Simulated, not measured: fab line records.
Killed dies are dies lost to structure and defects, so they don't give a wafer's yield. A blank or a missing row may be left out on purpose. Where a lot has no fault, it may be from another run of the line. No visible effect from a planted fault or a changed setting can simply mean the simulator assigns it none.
3 desks, one fault -- flow n5 finfet -- every desk sees just its own numbers, and what lay behind them comes last

## DESK OF THE TOOL OWNER: cmp-03
The tool's own readings at N5_HKMG_FIN_CMP_94 (polishes, stops on SiNx, t overpolish 4.7 s, target thk 43.299 nm): means of the sampled wafers that have a number, for each lot that ran on this tool. The brackets show how far a lot's mean lies from the usual mean; more than 4 standard deviations puts the lot out of limits, marked OUT.
Columns: A = motor current A at N5_HKMG_FIN_CMP_94, usual 11.7 A
lot,first seen here,A
L596,day 7 12:11,11.6
L595,day 7 13:14,12.0
L606,day 9 22:41,11.7
This desk found nothing out of limits on any of the 3 lots.

## AT THE METROLOGY DESK
Means of the sampled wafers that have a number, per lot and without regard to the tool the lot ran on: this is what the gauges read. The brackets show how far a lot's mean lies from the usual mean; more than 4 standard deviations puts the lot out of limits, marked OUT. Only the readings that lie furthest out on some lot appear, 7 of the 10 it has.
Columns: A = DIBL_N at N5_BEOL_M4_RC_MEAS_101, usual 36.4 mV/V; B = IOFF_N at N5_BEOL_M4_RC_MEAS_101, usual 0.155 nA/um; C = IOFF_P at N5_BEOL_M4_RC_MEAS_101, usual 0.211 nA/um; D = ION_P at N5_BEOL_M4_RC_MEAS_101, usual 462 uA/um; E = SS_P at N5_BEOL_M4_RC_MEAS_101, usual 73.4 mV/dec; F = VT_N at N5_BEOL_M4_RC_MEAS_101, usual 250.1 mV; G = VT_P at N5_BEOL_M4_RC_MEAS_101, usual -250.1 mV
lot,first seen here,A,B,C,D,E,F,G
L585,day 8 08:47,36.0,0.152,0.202,457,73.3,251.2,-250.7
L594,day 10 14:51,33.2,0.125,0.201,464,72.4,253.9,-250.3
L596,day 10 20:40,37.3,0.172,0.252,473,73.8,247.7,-245.2
L595,day 10 20:58,37.2,0.158,0.200,462,73.7,252.3,-251.1
L602,day 12 14:25,35.8,0.166,0.223,464,73.3,249.5,-249.0
L606,day 13 09:16,34.3,0.142,0.182,459,72.8,251.7,-252.3
This desk found nothing out of limits on any of the 6 lots.

## THE DEFECT DESK
For each lot, the counts of the inspections along the route, averaged over the sampled wafers that have a number. The brackets show how far a lot's mean lies from the usual mean; more than 4 standard deviations puts the lot out of limits, marked OUT.
Columns: A = raw defect count at N5_HKMG_FIN_INSPECT_28, usual 40
lot,first seen here,A
L585,day 4 13:56,41
L594,day 7 00:09,30
L596,day 7 12:22,40
L595,day 7 13:26,23
L602,day 8 23:50,51
L606,day 9 22:55,48
This desk found nothing out of limits on any of the 6 lots.

## TAKEN TOGETHER
The desk of the tool owner found nothing out of limits.
Nothing out of limits was seen by the metrology desk.
Nothing the defect desk looked at was out of limits.

## WHAT THE SIMULATOR PUT IN
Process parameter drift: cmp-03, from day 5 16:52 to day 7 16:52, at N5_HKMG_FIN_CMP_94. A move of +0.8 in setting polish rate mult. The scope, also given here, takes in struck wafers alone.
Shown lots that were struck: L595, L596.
